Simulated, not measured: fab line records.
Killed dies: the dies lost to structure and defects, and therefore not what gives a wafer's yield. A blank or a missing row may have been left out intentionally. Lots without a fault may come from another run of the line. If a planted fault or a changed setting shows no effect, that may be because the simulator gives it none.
Which of the tools did it?	flow nand_harc	Sampling: 13 lots, 39 wafers, 5 of 1159 route steps

WHAT EACH GAUGE READ, for each wafer
NHARC_P_STI_CD_MEAS_16. Usual: cd_nm 201 nm, standard deviation 3.5.
lot	measured	on	cd_nm (nm)	flag
L214	day 2 14:06	cd_sem-02	198 194 201	
L217	day 3 02:57	cd_sem-03	200 199 197	
L216	day 3 03:05	cd_sem-03	208 211 207	
L219	day 3 14:08	cd_sem-02	200 204 204	
L220	day 3 23:40	cd_sem-02	199 198 203	
L221	day 4 06:00	cd_sem-02	206 203 195	
L227	day 5 18:55	cd_sem-03	201 196 195	
L228	day 6 01:17	cd_sem-02	204 199 203	
L232	day 6 20:25	cd_sem-03	200 206 201	
L233	day 7 05:49	cd_sem-02	207 207 207	
L234	day 7 14:29	cd_sem-03	199 203 201	
L235	day 7 20:05	cd_sem-02	199 203 205	
L236	day 8 02:25	cd_sem-02	202 203 199	

NHARC_P_GATE_CD_MEAS_33. Usual: cd_nm 122 nm, standard deviation 3.6.
lot	measured	on	cd_nm (nm)	flag
L214	day 4 17:01	cd_sem-02	125 126 116	
L217	day 5 05:26	cd_sem-03	126 122 119	
L216	day 5 05:44	cd_sem-03	120 119 123	
L219	day 5 20:56	cd_sem-02	121 118 125	
L220	day 6 10:13	cd_sem-02	122 125 124	
L221	day 6 10:24	cd_sem-03	125 124 117	
L227	day 8 00:23	cd_sem-02	128 126 119	
L228	day 8 01:56	cd_sem-03	125 120 124	
L232	day 8 22:47	cd_sem-02	121 120 125	
L233	day 9 08:53	cd_sem-03	120 118 125	
L234	day 9 15:59	cd_sem-03	121 124 126	
L235	day 10 02:49	cd_sem-02	120 122 117	
L236	day 10 02:38	cd_sem-03	123 121 116	

NHARC_P_GATE_CD_MEAS_46: the cd target is 720 nm. Usual: cd_nm 720.0 nm, standard deviation 2.7.
lot	measured	on	cd_nm (nm)	flag
L214	day 5 04:04	cd_sem-03	721.5 723.5 719.6	
L217	day 5 18:45	cd_sem-02	720.7 713.7 716.8	
L216	day 5 16:37	cd_sem-02	722.8 719.8 722.7	
L219	day 6 07:54	cd_sem-03	721.1 723.8 719.5	
L220	day 6 21:21	cd_sem-02	714.9 716.1 718.9	
L221	day 6 21:31	cd_sem-02	722.4 724.7 724.3	
L227	day 8 11:22	cd_sem-03	625.9 625.1 623.1	OFF
L228	day 8 12:42	cd_sem-03	721.4 720.6 720.9	
L232	day 9 09:38	cd_sem-02	725.4 721.4 720.0	
L233	day 9 19:52	cd_sem-03	722.5 719.6 725.0	
L234	day 10 02:59	cd_sem-03	720.5 718.3 723.8	
L235	day 10 13:49	cd_sem-03	717.4 722.4 717.7	
L236	day 10 13:40	cd_sem-03	719.2 718.1 718.1	

WHICH TOOL RAN EACH LOT (tool, then ch and the chambers of the sampled wafers, then the start)
lot	NHARC_P_GATE_ETCH_104	NHARC_P_GATE_EXPOSE_43
L214	rie_diel-03 ch 1,2,3, day 4 16:07	krf_scanner-02 ch 0, day 5 03:55
L217	rie_diel-10 ch 1,3, day 5 04:43	krf_scanner-04 ch 0, day 5 18:36
L216	rie_diel-10 ch 1,3, day 5 04:58	krf_scanner-02 ch 0, day 5 16:28
L219	rie_diel-11 ch 2,3, day 5 20:13	krf_scanner-02 ch 0, day 6 07:45
L220	rie_diel-03 ch 0,2,3, day 6 09:28	krf_scanner-04 ch 0, day 6 21:12
L221	rie_diel-11 ch 0,2, day 6 09:41	krf_scanner-02 ch 0, day 6 21:22
L227	rie_diel-03 ch 0,1,2, day 7 23:25	krf_scanner-02 ch 0, day 8 11:13
L228	rie_diel-11 ch 1,3, day 8 00:45	krf_scanner-02 ch 0, day 8 12:32
L232	rie_diel-10 ch 1,2,3, day 8 22:01	krf_scanner-04 ch 0, day 9 09:29
L233	rie_diel-10 ch 0,3, day 9 08:06	krf_scanner-04 ch 0, day 9 19:43
L234	rie_diel-03 ch 0,1,3, day 9 15:05	krf_scanner-03 ch 0, day 10 02:50
L235	rie_diel-11 ch 0,2, day 10 02:02	krf_scanner-03 ch 0, day 10 13:40
L236	rie_diel-10 ch 1,2, day 10 01:52	krf_scanner-04 ch 0, day 10 13:31
- NHARC_P_GATE_ETCH_104: etches the open film in CF4/CHF3, target depth 60 nm.
- NHARC_P_GATE_EXPOSE_43: exposes mask P NSD, target cd 720 nm.

WHAT THE TOOLS THEMSELVES READ (means of the sampled wafers that have a number; where no wafer has one, the mark that the record gives instead)
NHARC_P_GATE_ETCH_104. Usual: drypump_motor_current_A 5.6 A, standard deviation 0.34; oes_product_au 0.958 a.u., standard deviation 0.024; rf_vpp_V 370.7 V, standard deviation 3; showerhead_plenum_p_Torr 1.57 Torr, standard deviation 0.086; throttle_valve_pct 16.804 %, standard deviation 0.0093.
lot	tool	drypump_motor_current_A (A)	oes_product_au (a.u.)	rf_vpp_V (V)	showerhead_plenum_p_Torr (Torr)	throttle_valve_pct (%)	flag
L214	rie_diel-03	5.4	0.949	371.6	1.58	16.805	
L217	rie_diel-10	5.2	0.974	369.4	1.53	16.803	
L216	rie_diel-10	5.2	0.934	368.6	1.53	16.806	
L219	rie_diel-11	5.9	0.981	367.7	1.50	16.800	
L220	rie_diel-03	5.6	0.967	373.4	1.62	16.810	
L221	rie_diel-11	6.6	0.943	367.6	1.48	16.807	
L227	rie_diel-03	5.5	0.937	372.5	1.64	16.797	
L228	rie_diel-11	5.4	0.970	368.1	1.49	16.802	
L232	rie_diel-10	5.5	0.982	370.3	1.56	16.815	
L233	rie_diel-10	5.4	0.975	370.6	1.55	16.803	
L234	rie_diel-03	5.5	0.925	370.6	1.57	16.806	
L235	rie_diel-11	6.3	0.974	370.1	1.55	16.803	
L236	rie_diel-10	5.8	0.976	372.1	1.60	16.809	

NHARC_P_GATE_EXPOSE_43. Usual: stage_vel_mm_s 499.96 mm/s, standard deviation 0.29.
lot	tool	stage_vel_mm_s (mm/s)	flag
L214	krf_scanner-02	499.97	
L217	krf_scanner-04	499.99	
L216	krf_scanner-02	500.12	
L219	krf_scanner-02	499.74	
L220	krf_scanner-04	499.67	
L221	krf_scanner-02	500.28	
L227	krf_scanner-02	500.16	
L228	krf_scanner-02	500.24	
L232	krf_scanner-04	499.80	
L233	krf_scanner-04	500.14	
L234	krf_scanner-03	500.21	
L235	krf_scanner-03	500.29	
L236	krf_scanner-04	499.43	

THE ANSWER, worked out from the rows above alone
Rule: a lot counts as off when the mean over its wafers that have a number is more than 3 standard deviations away from the usual mean. Also off: a lot with no number at a reading for which 4 or more lots have one. Any other lot the step has rows for is counted as sound. After the gauges, taken in route order, come the tools' own readings; for these a lot's mean is taken, as printed above. The first step at which some lot is off is used, and at that step the reading that is off furthest; a lot without a number counts as furthest.
Off: L227, at NHARC_P_GATE_CD_MEAS_46 (cd_nm).
If a tool, at a process step before that reading, ran all the lots that are off and no sound lot after the first of them, it fits. The gauges at NHARC_P_GATE_CD_MEAS_46 are tried like those tools. No candidate that was tried fits.

WHAT THE SIMULATOR PUT IN
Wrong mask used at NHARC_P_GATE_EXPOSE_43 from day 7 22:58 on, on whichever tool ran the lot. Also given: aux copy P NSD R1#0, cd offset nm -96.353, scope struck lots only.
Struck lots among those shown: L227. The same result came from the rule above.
